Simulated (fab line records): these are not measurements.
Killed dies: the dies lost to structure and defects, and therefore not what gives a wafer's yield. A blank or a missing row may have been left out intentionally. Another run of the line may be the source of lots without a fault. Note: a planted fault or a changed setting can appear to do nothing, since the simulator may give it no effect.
Struck lot and sound lot, side by side -- flow nand harc -- 14 steps out of a route of 1302
Sound: wafers L852.1, L852.4, L852.5. The struck wafers were L858.3, L858.5, L858.6. Last of all comes the cause.
Order at every step that has rows: each side's tool, ch and its chambers, its first start. Under that, the readings that differ: sound wafers -- struck wafers -- difference of the means -- sigmas: that difference in standard deviations of wafers without a fault.
alike: words and numbers the same on both sides, and readings whose means are apart by under 2 such deviations; not compared: readings that were withheld, readings missing a value for some wafer, numbers with overlapping values and no deviation given by the record, and bounds like >300 which may hide the same value.
A row with sigmas, a row that says differs or no value, or rows on one side alone: a step with any of these is where the two part. Non-overlapping numbers with no deviation appear without sigmas and do not part them. Lack of a reading on every wafer of one side parts them only where that side has two or more wafers.

NHARC_A_CHANNEL_FILL_D2_ALD_03: deposits SiNx, target thk 6 nm, pulse time 60 s, ald cycles 58.
  sound on ald sin batch-02 ch 0; struck on ald sin batch-03 ch 0
  alike: precursor pulse height rel
then, 1 step without rows for these wafers: NHARC_A_CHANNEL_FILL_D2_ALD_14 (deposits SiO2, target thk 2.5 nm, pulse time 10 s, ald cycles 25).
NHARC_A_CHANNEL_FILL_D2_ALD_15: deposits SiNx, target thk 2 nm, pulse time 60 s, ald cycles 19.
  sound on ald sin batch-02 ch 0; struck on ald sin batch-01 ch 0
  alike: precursor pulse height rel
NHARC_A_CHANNEL_FILL_D2_ALD_16: deposits SiO2, target thk 1.5 nm, pulse time 10 s, ald cycles 15.
  sound on ald hk-01 ch 1,2,3, day 15 17:07; struck on ald hk-03 ch 0,1, day 18 09:40
  alike: heater power w, precursor pulse height rel
then, 3 steps without rows for these wafers: NHARC_A_CHANNEL_FILL_D2_ANNEAL_17 (time 1800 s); NHARC_A_CHANNEL_FILL_D2_CVD_18 (deposits poly-Si, target thk 3 nm); NHARC_A_CHANNEL_FILL_D2_ETCHBACK_19 (etches the open film in HBr/Cl2, target depth 5 nm, time 1.7 s).
NHARC_A_CHANNEL_FILL_D2_ETCHBACK_20: etches the open film in C4F8/O2/Ar, target depth 27 nm, time 13.5 s.
  sound on rie diel-07 ch 0,3, day 16 04:52; struck on rie diel-09 ch 0,2,3, day 18 22:14
  alike: oes product au, rf vpp V
  not compared: rf hours counter h
NHARC_A_CHANNEL_FILL_D2_STRIP_28: strips in O2, time 20 s.
  sound on rie diel-07 ch 2,3, day 16 04:58; struck on rie diel-09 ch 2,3, day 18 22:19
reading,sound,struck,difference,sigmas
showerhead plenum p Torr (Torr),3.80 3.63 3.80,3.42 3.30 3.42,-0.36,-2
  alike: drypump motor current A, oes product au, rf vpp V, throttle valve pct
  not compared: rf hours counter h
then, 3 steps without rows for these wafers: NHARC_A_CHANNEL_FILL_D2_PRECLEAN_21 (cleans in dHF, time 30 s); NHARC_A_CHANNEL_FILL_D2_SRD_23; NHARC_A_CHANNEL_FILL_D2_CVD_05 (deposits poly-Si, target thk 5 nm).
NHARC_A_CHANNEL_FILL_D2_ANNEAL_22: time 7200 s.
  sound on furnace-02 ch 0, day 16 12:18; struck on furnace-03 ch 0, day 19 07:26
reading,sound,struck,difference,sigmas
spike tc bottom C (C),643.1 641.7 642.5,627.5 626.3 626.8,-15.6,-5
spike tc centre C (C),619.9 621.7 622.1,603.1 605.0 606.3,-16.4,-12
spike tc lower C (C),620.2 619.8 617.5,606.1 607.6 607.7,-12.0,-7
spike tc top C (C),634.8 638.1 637.1,623.8 622.3 621.5,-14.1,-5
spike tc upper C (C),618.8 619.2 619.4,603.5 603.8 603.0,-15.7,-16
tube center temp C (C),620.09 619.99 619.97,604.66 604.69 604.73,-15.32,-99 or more
tube_center_temp_C_max,621.49 621.75 621.95,606.94 606.03 606.00,-15.41,-59
-- jump in the record: it breaks off in module A_CHANNEL_FILL_D2 and resumes in module END (first step shown: number 1302 of the route), and 9 days separate the struck wafers' starts before and after --
NHARC_END_SORT_01:
  at this point the record logs the struck wafers (prober-02 ch 0, day 28 17:42) and has no rows for the sound ones

== WHERE THEY PART ==
Last at NHARC_END_SORT_01 as far as this record goes, first at NHARC_A_CHANNEL_FILL_D2_STRIP_28.

WHY: what the simulator had put in
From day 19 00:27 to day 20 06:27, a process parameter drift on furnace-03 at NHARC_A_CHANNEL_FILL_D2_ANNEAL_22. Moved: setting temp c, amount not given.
